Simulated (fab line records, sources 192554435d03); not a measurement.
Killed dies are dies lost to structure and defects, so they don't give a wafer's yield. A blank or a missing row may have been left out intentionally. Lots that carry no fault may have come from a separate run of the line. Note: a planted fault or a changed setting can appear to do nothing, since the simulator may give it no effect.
Which tool was responsible?	flow n5Finfet	Sampling: 10 lots, 30 wafers, 6 of 1938 route steps

== WHAT THE GAUGES SHOWED, per wafer ==
N5_BEOL_M15_THK_MEAS_50: measures by xrf.
lot	measured	on	M15_THK (nm)
L357	day 13 22:38	filmMetro-01	835 856 864
L358	day 15 00:46	filmMetro-01	865 836 863
L359	day 15 06:33	filmMetro-01	837 837 836
L363	day 15 23:50	filmMetro-01	882 858 865
L361	day 16 11:10	filmMetro-01	842 869 829
L364	day 16 16:13	filmMetro-01	847 853 855
L366	day 17 15:16	filmMetro-01	851 882 878
L367	day 17 23:07	filmMetro-01	908 907 868
L377	day 19 09:40	filmMetro-02	841 845 852
L378	day 19 19:53	filmMetro-02	860 857 842

N5_BEOL_M15_RS_MEAS_54: uses a four-point probe to measure.
lot	measured	on	M15_RS (ohm/sq)
L357	day 13 22:47	filmMetro-01	0.0218 0.0213 0.0211
L358	day 15 00:54	filmMetro-01	0.0212 0.0220 0.0212
L359	day 15 06:41	filmMetro-01	0.0216 0.0217 0.0215
L363	day 15 23:58	filmMetro-01	0.0208 0.0214 0.0212
L361	day 16 11:17	filmMetro-02	0.0217 0.0210 0.0221
L364	day 16 16:21	filmMetro-01	0.0215 0.0214 0.0213
L366	day 17 15:24	filmMetro-02	0.0216 0.0209 0.0210
L367	day 17 23:15	filmMetro-01	0.0203 0.0201 0.0211
L377	day 19 09:47	filmMetro-01	0.0217 0.0217 0.0216
L378	day 19 20:01	filmMetro-02	0.0214 0.0213 0.0217

== WHAT TOOL EACH LOT RAN ON (gives the tool, then ch and the chambers of the sampled wafers, and finally the start) ==
lot	N5_BEOL_M15_TRENCH_ETCH_34	N5_BEOL_M15_STRIP_36	N5_BEOL_M15_DEGAS_41	N5_BEOL_M15_SPUTTER_45
L357	rieDiel-06 ch 0,3, day 13 20:34	rieDiel-06 ch 0,1,2, day 13 20:47	pvdSputter-01, day 13 21:08	pvdSputter-01, day 13 21:22
L358	rieDiel-06 ch 0,2,3, day 14 22:15	rieDiel-02 ch 2,3, day 14 22:59	pvdSputter-03, day 14 23:35	pvdSputter-03, day 14 23:49
L359	rieDiel-05 ch 1,2,3, day 15 04:41	rieDiel-02 ch 0,2,3, day 15 05:00	pvdSputter-02, day 15 05:19	pvdSputter-02, day 15 05:35
L363	rieDiel-05 ch 0,2,3, day 15 19:11	rieDiel-05 ch 0,1,2, day 15 21:55	pvdSputter-01, day 15 22:29	pvdSputter-01, day 15 22:43
L361	rieDiel-06 ch 1,2,3, day 16 08:53	rieDiel-05 ch 1,2,3, day 16 09:23	pvdSputter-03, day 16 09:58	pvdSputter-03, day 16 10:13
L364	rieDiel-02 ch 0,1,3, day 16 09:23	rieDiel-05 ch 0,2,3, day 16 14:22	pvdSputter-01, day 16 15:01	pvdSputter-01, day 16 15:15
L366	rieDiel-06 ch 0,1, day 17 11:13	rieDiel-05 ch 0,3, day 17 13:31	pvdSputter-02, day 17 14:01	pvdSputter-02, day 17 14:16
L367	rieDiel-06 ch 0,2, day 17 17:29	rieDiel-05 ch 0,2, day 17 21:34	pvdSputter-02, day 17 21:55	pvdSputter-02, day 17 22:09
L377	rieDiel-05 ch 1,2, day 19 07:07	rieDiel-05 ch 0,1,2, day 19 07:41	pvdSputter-02, day 19 08:28	pvdSputter-02, day 19 08:43
L378	rieDiel-02 ch 0,3, day 19 16:16	rieDiel-06 ch 0,1, day 19 18:02	pvdSputter-01, day 19 18:41	pvdSputter-01, day 19 18:56
- N5_BEOL_M15_TRENCH_ETCH_34: etches SiO2 in C4F8/O2/Ar, target depth 872.93 nm, time 199 s.
- N5_BEOL_M15_STRIP_36: strips in O2.
- N5_BEOL_M15_DEGAS_41: time 60 s.
- N5_BEOL_M15_SPUTTER_45: material Cu, target thk 100 nm, time 16.67 s.

== WHAT THE TOOLS THEMSELVES READ (means of the sampled wafers that have a number; where no wafer has one, the mark that the record gives instead) ==
N5_BEOL_M15_TRENCH_ETCH_34.
lot	tool	drypumpMotorCurrentA (A)	oesProductAu (a.u.)	rfVppV (V)	showerheadPlenumPTorr (Torr)	throttleValvePct (%)
L357	rieDiel-06	5.6	0.74	2193	3.37	30.53
L358	rieDiel-06	6.1	0.73	2189	3.38	30.71
L359	rieDiel-05	5.8	0.73	2233	3.46	30.93
L363	rieDiel-05	5.7	0.79	2228	3.48	30.88
L361	rieDiel-06	6.1	0.72	2203	3.38	30.90
L364	rieDiel-02	5.4	0.86	2218	3.44	30.81
L366	rieDiel-06	5.1	0.72	2211	3.41	30.75
L367	rieDiel-06	6.1	0.74	2192	3.43	30.90
L377	rieDiel-05	5.7	0.73	2217	3.44	30.74
L378	rieDiel-02	5.6	0.85	2238	3.48	30.70

N5_BEOL_M15_STRIP_36.
lot	tool	drypumpMotorCurrentA (A)	oesProductAu (a.u.)	rfVppV (V)	showerheadPlenumPTorr (Torr)	throttleValvePct (%)
L357	rieDiel-06	5.6	0.75	3.4	2.10	16.73
L358	rieDiel-02	5.8	0.75	3.5	2.00	16.86
L359	rieDiel-02	5.8	0.83	3.2	2.09	16.73
L363	rieDiel-05	5.7	0.80	3.3	2.13	16.47
L361	rieDiel-05	5.8	0.72	3.6	2.11	16.78
L364	rieDiel-05	5.7	0.78	3.5	2.13	16.68
L366	rieDiel-05	6.0	0.84	3.4	2.10	16.45
L367	rieDiel-05	5.3	0.78	3.0	2.16	16.62
L377	rieDiel-05	5.7	0.78	4.2	2.12	16.52
L378	rieDiel-06	5.0	0.71	3.6	2.09	16.76

N5_BEOL_M15_DEGAS_41.
lot	tool	heaterPowerW (W)
L357	pvdSputter-01	421
L358	pvdSputter-03	460
L359	pvdSputter-02	455
L363	pvdSputter-01	461
L361	pvdSputter-03	459
L364	pvdSputter-01	476
L366	pvdSputter-02	459
L367	pvdSputter-02	451
L377	pvdSputter-02	463
L378	pvdSputter-01	448

N5_BEOL_M15_SPUTTER_45.
lot	tool	throttleValvePct (%)
L357	pvdSputter-01	30.9
L358	pvdSputter-03	30.0
L359	pvdSputter-02	30.7
L363	pvdSputter-01	30.2
L361	pvdSputter-03	29.9
L364	pvdSputter-01	30.4
L366	pvdSputter-02	30.4
L367	pvdSputter-02	30.4
L377	pvdSputter-02	30.1
L378	pvdSputter-01	30.3

== THE ANSWER, worked out from the rows above alone ==
Rule: what is usual is taken from the lots themselves. The widest of any qualifying gaps counts: lots, ordered by their means at a reading, are off when they make up no more than a third of the lots, leave a main group of 4 or more, and stand apart from it by 3 or more times the standard deviation of that group's means. A main group whose means are all the same, to the digits that the tables above print for the reading, isn't used. Also off: a lot with no number at a reading for which 4 or more lots have one. All remaining lots with rows at the step are treated as sound. The gauges are gone through in route order, then the tools' own readings, and for those a lot's mean is taken as printed above. At the first step where some lot is off, the reading lying furthest off is the one used; lots without a number count as furthest.
Off: L367, seen at N5_BEOL_M15_RS_MEAS_54 (M15_RS). The main group: mean 0.0214 ohm/sq, standard deviation 0.00017.
A tool fits if, at a process step before that reading, it ran every lot that is off, and no sound lot after the first of them. Those tools and the gauges at N5_BEOL_M15_RS_MEAS_54 are tried in the same way. One fits: rieDiel-06 at N5_BEOL_M15_TRENCH_ETCH_34. Its last sound lot is L366 (day 17 11:13), its first lot that is off L367 (day 17 17:29): a fault that began between those two fits.

== WHAT HAD BEEN PUT IN BY THE SIMULATOR ==
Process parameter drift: rieDiel-06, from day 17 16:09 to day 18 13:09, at N5_BEOL_M15_TRENCH_ETCH_34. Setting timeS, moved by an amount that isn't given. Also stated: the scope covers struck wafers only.
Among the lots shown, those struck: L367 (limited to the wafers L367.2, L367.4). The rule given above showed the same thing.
